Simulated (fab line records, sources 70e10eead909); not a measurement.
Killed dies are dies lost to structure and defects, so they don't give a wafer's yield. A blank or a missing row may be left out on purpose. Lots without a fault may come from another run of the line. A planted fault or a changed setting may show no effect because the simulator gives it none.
Which tool did it? | flow nand_harc | 11 lots, 33 wafers sampled, at 4 steps of a route of 1159

WHAT THE GAUGES READ, wafer by wafer
NHARC_A_M0_CD_MEAS_09: target cd 80 nm. Usual: cd_nm 80.1 nm, standard deviation 0.58.
lot  | measured     | on        | cd_nm (nm)     | flag
L520 | day 17 23:00 | cd_sem-03 | 81.5 81.5 81.2 |
L521 | day 17 23:38 | cd_sem-03 | 80.6 79.3 80.5 |
L523 | day 18 08:57 | cd_sem-03 | 79.5 80.1 79.5 |
L524 | day 18 14:54 | cd_sem-03 | 79.5 79.7 79.5 |
L527 | day 19 09:55 | cd_sem-01 | 80.3 80.3 79.4 |
L528 | day 19 17:25 | cd_sem-02 | 80.8 80.2 80.6 |
L529 | day 19 17:51 | cd_sem-01 | 80.3 80.0 79.3 |
L530 | day 20 01:31 | cd_sem-03 | 79.7 80.0 80.4 |
L536 | day 21 14:35 | cd_sem-03 | 75.7 76.1 75.5 | OFF
L537 | day 21 18:54 | cd_sem-01 | 76.4 76.6 76.6 | OFF
L542 | day 22 18:10 | cd_sem-02 | 79.7 80.5 79.9 |

WHICH TOOL RAN EACH LOT (tool, then ch and the chambers of the sampled wafers, then the start)
lot  | NHARC_A_BLC_CVD_24                       | NHARC_A_BLC_CMP_25            | NHARC_A_M0_EXPOSE_06
L520 | cvd_w-01 ch 0,1, day 17 21:41 or earlier | cmp-02 ch 0,2,3, day 17 21:41 | arfi_scanner-01 ch 0, day 17 22:52
L521 | cvd_w-02 ch 0,1, day 17 22:18 or earlier | cmp-04 ch 1,2,3, day 17 22:18 | arfi_scanner-02 ch 0, day 17 23:30
L523 | cvd_w-01 ch 0,1, day 18 07:46 or earlier | cmp-04 ch 1,2, day 18 07:46   | arfi_scanner-02 ch 0, day 18 08:49
L524 | cvd_w-02 ch 0,1, day 18 13:45 or earlier | cmp-04 ch 0,1,3, day 18 13:45 | arfi_scanner-01 ch 0, day 18 14:46
L527 | cvd_w-02 ch 1, day 19 08:40 or earlier   | cmp-01 ch 0,1,2, day 19 08:40 | arfi_scanner-02 ch 0, day 19 09:47
L528 | cvd_w-02 ch 0,1, day 19 16:08 or earlier | cmp-02 ch 0,1,3, day 19 16:08 | arfi_scanner-03 ch 0, day 19 17:17
L529 | cvd_w-02 ch 0, day 19 16:32 or earlier   | cmp-01 ch 1,3, day 19 16:32   | arfi_scanner-02 ch 0, day 19 17:43
L530 | cvd_w-02 ch 0,1, day 20 00:15 or earlier | cmp-01 ch 0,2,3, day 20 00:15 | arfi_scanner-03 ch 0, day 20 01:22
L536 | cvd_w-02 ch 0, day 21 13:19 or earlier   | cmp-01 ch 2,3, day 21 13:19   | arfi_scanner-02 ch 0, day 21 14:27
L537 | cvd_w-01 ch 0,1, day 21 17:45 or earlier | cmp-02 ch 0,1,3, day 21 17:45 | arfi_scanner-02 ch 0, day 21 18:46
L542 | cvd_w-02 ch 1, day 22 16:59 or earlier   | cmp-04 ch 0,2,3, day 22 16:59 | arfi_scanner-03 ch 0, day 22 18:02
- NHARC_A_BLC_CVD_24: deposits W, target thk 150 nm, time 434 s.
- NHARC_A_BLC_CMP_25: polishes, t overpolish 30 s, target thk 150 nm.
- NHARC_A_M0_EXPOSE_06: exposes mask A M0, target cd 80 nm.

WHAT THE TOOLS THEMSELVES READ (means of the sampled wafers that have a number; where no wafer has one, the mark that the record gives instead)
NHARC_A_BLC_CVD_24. Usual: heater_power_w 491 W, standard deviation 14; throttle_valve_pct 7.89 %, standard deviation 0.23.
lot  | tool     | heater_power_w (W) | throttle_valve_pct (%) | flag
L520 | cvd_w-01 | 495                | 8.17                   |
L521 | cvd_w-02 | 488                | 7.61                   |
L523 | cvd_w-01 | 498                | 8.30                   |
L524 | cvd_w-02 | 484                | 7.82                   |
L527 | cvd_w-02 | 509                | 7.90                   |
L528 | cvd_w-02 | 491                | 7.77                   |
L529 | cvd_w-02 | 484                | 7.77                   |
L530 | cvd_w-02 | 487                | 7.87                   |
L536 | cvd_w-02 | 471                | 7.82                   |
L537 | cvd_w-01 | 497                | 8.02                   |
L542 | cvd_w-02 | 505                | 7.79                   |

NHARC_A_BLC_CMP_25. Usual: motor_current_A 12.1 A, standard deviation 1.1; overpolish_run_s 30.000 s, standard deviation 0.0096; time_to_endpoint_s 30.5 s, standard deviation 3.
lot  | tool   | motor_current_A (A) | overpolish_run_s (s) | time_to_endpoint_s (s) | flag
L520 | cmp-02 | 11.9                | 29.990               | 32.0                   |
L521 | cmp-04 | 13.0                | 30.001               | 31.3                   |
L523 | cmp-04 | 13.5                | 29.996               | 32.9                   |
L524 | cmp-04 | 11.6                | 30.001               | 29.6                   |
L527 | cmp-01 | 11.5                | 29.994               | 30.2                   |
L528 | cmp-02 | 11.3                | 30.010               | 30.9                   |
L529 | cmp-01 | 12.5                | 29.996               | 30.6                   |
L530 | cmp-01 | 12.1                | 29.993               | 29.5                   |
L536 | cmp-01 | 12.0                | 29.992               | 27.9                   |
L537 | cmp-02 | 11.1                | 29.997               | 31.8                   |
L542 | cmp-04 | 12.2                | 30.001               | 26.5                   |

NHARC_A_M0_EXPOSE_06. Usual: exposure_dose_mJ_cm2 83.24, standard deviation 0.082; reticle_temp_C 23.02 C, standard deviation 0.11; stage_vel_mm_s 499.96 mm/s, standard deviation 0.25.
lot  | tool            | exposure_dose_mJ_cm2 | reticle_temp_C (C) | stage_vel_mm_s (mm/s) | flag
L520 | arfi_scanner-01 | 83.26                | 23.03              | 499.85                |
L521 | arfi_scanner-02 | 83.24                | 23.08              | 500.04                |
L523 | arfi_scanner-02 | 83.31                | 23.11              | 499.88                |
L524 | arfi_scanner-01 | 83.29                | 23.13              | 500.09                |
L527 | arfi_scanner-02 | 83.31                | 22.96              | 499.80                |
L528 | arfi_scanner-03 | 83.21                | 22.93              | 499.75                |
L529 | arfi_scanner-02 | 83.23                | 22.79              | 500.22                |
L530 | arfi_scanner-03 | 83.24                | 23.12              | 500.27                |
L536 | arfi_scanner-02 | 77.68                | 22.92              | 499.92                | OFF
L537 | arfi_scanner-02 | 78.77                | 22.99              | 499.85                | OFF
L542 | arfi_scanner-03 | 83.12                | 23.09              | 499.68                |

THE ANSWER, worked out from the rows above alone
Rule: a lot is off if the mean of its wafers that have a number lies more than 3 standard deviations from the usual mean. A lot without any number at a reading at which 4 lots or more have one is off too. The other lots that the step has rows for count as sound. The gauges are gone through in route order, then the tools' own readings, and for those a lot's mean is taken as printed above. The first step at which some lot is off is used, and at that step the reading that is off furthest; a lot without a number counts as furthest.
Off: L536, L537, at NHARC_A_M0_CD_MEAS_09 (cd_nm).
A tool fits if, at a process step before that reading, it ran every lot that is off, and no sound lot after the first of them. The gauges at NHARC_A_M0_CD_MEAS_09 aren't tried: what is off there is off at NHARC_A_M0_EXPOSE_06 too, on other tools, and a gauge's error can't cause that. NHARC_A_BLC_CVD_24 gives no start for some lots, so the hours and the order of its lots are those of NHARC_A_BLC_CMP_25. One fits: arfi_scanner-02 at NHARC_A_M0_EXPOSE_06. Its last sound lot is L529 (day 19 17:43), its first lot that is off L536 (day 21 14:27): a fault that began between those two fits.
The tool's own readings at NHARC_A_M0_EXPOSE_06 bear it out: on the lots that are off they differ by more than 5 times the standard deviation of the sound lots' means. exposure_dose_mJ_cm2 reads 78.22 there against 83.25 on the sound lots.

WHAT THE SIMULATOR HAD PUT IN
Process parameter drift: arfi_scanner-02, from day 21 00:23 on, at NHARC_A_M0_EXPOSE_06. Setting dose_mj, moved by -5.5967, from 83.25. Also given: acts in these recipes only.
Lots struck among those shown: L536, L537. The rule above found the same.
